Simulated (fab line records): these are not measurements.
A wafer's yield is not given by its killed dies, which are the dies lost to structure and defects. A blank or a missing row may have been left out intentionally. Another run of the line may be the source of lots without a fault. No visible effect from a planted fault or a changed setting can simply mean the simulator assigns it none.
Which of the tools did it? / flow n5Finfet / 12 lots with 36 wafers sampled at 2 steps, on a route of 1938 steps

== WHAT EACH GAUGE READ, for each wafer ==
N5_DUMMY_GATE_THK_MEAS_05.
lot=L075; measured=day 3 02:29; on=filmMetro-01; thkNm (nm)=71.0 72.5 72.0
lot=L077; measured=day 3 12:49; on=filmMetro-02; thkNm (nm)=72.0 71.0 71.9
lot=L079; measured=day 3 22:59; on=filmMetro-01; thkNm (nm)=71.6 72.4 72.4
lot=L081; measured=day 4 12:47; on=filmMetro-01; thkNm (nm)=70.1 70.8 71.7
lot=L083; measured=day 5 07:25; on=filmMetro-02; thkNm (nm)=70.9 70.8 69.7
lot=L085; measured=day 5 15:19; on=filmMetro-02; thkNm (nm)=71.7 73.4 72.9
lot=L087; measured=day 5 23:35; on=filmMetro-02; thkNm (nm)=72.1 73.0 72.1
lot=L089; measured=day 6 10:53; on=filmMetro-02; thkNm (nm)=72.0 71.0 72.0
lot=L091; measured=day 6 23:41; on=filmMetro-01; thkNm (nm)=71.5 70.8 71.6
lot=L093; measured=day 7 12:20; on=filmMetro-01; thkNm (nm)=70.1 69.9 70.0
lot=L095; measured=day 8 00:01; on=filmMetro-01; thkNm (nm)=70.2 72.3 73.1
lot=L097; measured=day 8 11:25; on=filmMetro-02; thkNm (nm)=71.6 72.2 71.9

== WHICH TOOL RAN EACH LOT (tool, then ch and the chambers of the sampled wafers, then the start) ==
lot=L075; N5_STI_FIN_REVEAL_CMP_04=cmp-02 ch 0,2,3, day 2 15:53
lot=L077; N5_STI_FIN_REVEAL_CMP_04=cmp-04 ch 0,1, day 3 03:42
lot=L079; N5_STI_FIN_REVEAL_CMP_04=cmp-01 ch 2,3, day 3 14:32
lot=L081; N5_STI_FIN_REVEAL_CMP_04=cmp-01 ch 1,2,3, day 4 04:43
lot=L083; N5_STI_FIN_REVEAL_CMP_04=cmp-04 ch 0,1,2, day 4 23:07
lot=L085; N5_STI_FIN_REVEAL_CMP_04=cmp-04 ch 1,2, day 5 05:49
lot=L087; N5_STI_FIN_REVEAL_CMP_04=cmp-01 ch 0,2, day 5 15:51
lot=L089; N5_STI_FIN_REVEAL_CMP_04=cmp-01 ch 0,1,3, day 6 02:56
lot=L091; N5_STI_FIN_REVEAL_CMP_04=cmp-04 ch 0,1,2, day 6 15:56
lot=L093; N5_STI_FIN_REVEAL_CMP_04=cmp-04 ch 0,1,2, day 7 04:27
lot=L095; N5_STI_FIN_REVEAL_CMP_04=cmp-01 ch 1,2,3, day 7 15:10
lot=L097; N5_STI_FIN_REVEAL_CMP_04=cmp-02 ch 1,2, day 8 03:25
- N5_STI_FIN_REVEAL_CMP_04: polishes, stops on Si3N4, t overpolish 4 s, target thk 131.83 nm.

== THE ANSWER, worked out from the rows above alone ==
Rule: the lots themselves supply what counts as usual. Put in order of their means at a reading, lots are off if they are a third of the lots or fewer, leave a main group of 4 or more, and stand apart from it by a gap of 3 or more times the standard deviation of the main group's means; of several such gaps the widest counts. If all means in a main group match to the digits the tables above print for the reading, that group is not used. A lot without any number at a reading at which 4 lots or more have one is off too. Any other lot the step has rows for is counted as sound.
No lot is off at any reading shown: from this, nothing can be told.

== WHAT WAS PUT IN BY THE SIMULATOR ==
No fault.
